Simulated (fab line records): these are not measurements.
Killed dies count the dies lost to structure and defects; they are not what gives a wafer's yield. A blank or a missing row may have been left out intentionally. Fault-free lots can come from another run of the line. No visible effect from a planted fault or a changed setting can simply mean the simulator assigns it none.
2 desks looking at one fault || flow n5Finfet || only its own numbers are on each desk; what lay behind them is given at the end

## THE METROLOGY DESK
Lot by lot, what the gauges showed, no matter which tool ran the lot: averages of those sampled wafers that carry a number. The brackets show how far a lot's mean lies from the usual mean; more than 4 standard deviations puts the lot out of limits, marked OUT.
Columns: A = cdNm at N5_WELL_APT_CD_MEAS_08, usual 199.6 nm; B = HMC_CMP_THK at N5_PMOS_HMC_CHANNEL_EPI_THK_MEAS_22, usual 53.8 nm; C = cdNm at N5_FIN_SAQP_CD_MEAS_16, usual 35.5 nm
{"lot": "L546", "first seen here": "day 1 13:49", "A": 200.1, "B": 52.9, "C": 35.3}
{"lot": "L547", "first seen here": "day 1 19:41", "A": 201.8, "B": 52.8, "C": 35.4}
{"lot": "L554", "first seen here": "day 3 15:00", "A": 197.4, "B": 55.5, "C": 35.2}
{"lot": "L556", "first seen here": "day 4 01:34", "A": 199.3, "B": 55.9, "C": 35.4}
{"lot": "L560", "first seen here": "day 5 01:36", "A": 198.0, "B": 53.8, "C": 35.7}
{"lot": "L562", "first seen here": "day 5 13:34", "A": 198.8, "B": 54.5, "C": 35.4}
{"lot": "L564", "first seen here": "day 6 01:34", "A": 199.3, "B": 54.5, "C": 35.2}
{"lot": "L566", "first seen here": "day 6 13:41", "A": 198.9, "B": 54.2, "C": 35.3}
{"lot": "L567", "first seen here": "day 6 20:00", "A": 202.0, "B": 54.6, "C": 35.3}
{"lot": "L568", "first seen here": "day 7 01:55", "A": 197.9, "B": 54.6, "C": 35.5}
{"lot": "L569", "first seen here": "day 7 07:41", "A": 200.0, "B": 53.6, "C": 35.3}
This desk's finding: nothing out of limits on any of the 11 lots.

## DESK OF THE TOOL OWNER: rieSi-04
The tool's own readings at N5_PMOS_HMC_CHANNEL_EPI_FIN_RECESS_16 (chemistry HBr/Cl2, target Si, target depth 54 nm, time 18 s): means of the sampled wafers that have a number, for each lot that ran on this tool. The brackets show how far a lot's mean lies from the usual mean; more than 4 standard deviations puts the lot out of limits, marked OUT.
Columns: A = drypumpMotorCurrentA at N5_PMOS_HMC_CHANNEL_EPI_FIN_RECESS_16, usual 5.6 A; B = oesProductAu at N5_PMOS_HMC_CHANNEL_EPI_FIN_RECESS_16, usual 0.998 a.u.; C = rfFwdPowerW at N5_PMOS_HMC_CHANNEL_EPI_FIN_RECESS_16, usual 795.0 W; D = throttleValvePct at N5_PMOS_HMC_CHANNEL_EPI_FIN_RECESS_16, usual 35.41 %
{"lot": "L546", "first seen here": "day 1 18:37", "A": 5.5, "B": 0.990, "C": 794.1, "D": 35.24}
{"lot": "L547", "first seen here": "day 1 23:29", "A": 5.5, "B": 0.987, "C": 798.4, "D": 35.25}
{"lot": "L554", "first seen here": "day 3 19:47", "A": 5.6, "B": "1.125 (+9.1) OUT", "C": 795.2, "D": 34.97}
{"lot": "L556", "first seen here": "day 4 05:46", "A": 5.5, "B": "1.118 (+8.6) OUT", "C": 796.4, "D": 35.19}
This desk's verdict: out of limits on L554, L556, starting with L554 at day 3 19:47 (oesProductAu at N5_PMOS_HMC_CHANNEL_EPI_FIN_RECESS_16). L546, L547 stayed within limits.

## TAKEN TOGETHER
At day 3 19:47, on L554, L556, the tool owner's desk was in a position to raise an alarm.
At the metrology desk, nothing out of limits was observed.
The metrology desk has L554, L556 on record, within its limits.
N5_PMOS_HMC_CHANNEL_EPI_FIN_RECESS_16 was run on rieSi-04 by each of the lots named.

## WHAT THE SIMULATOR PUT IN
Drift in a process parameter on rieSi-04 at N5_PMOS_HMC_CHANNEL_EPI_FIN_RECESS_16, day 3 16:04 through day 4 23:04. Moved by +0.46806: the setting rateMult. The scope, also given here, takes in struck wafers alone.
Shown lots that were struck: L554, L556.
Hours from the fault's start to each desk's first reading out of limits: the tool owner's desk, 4.
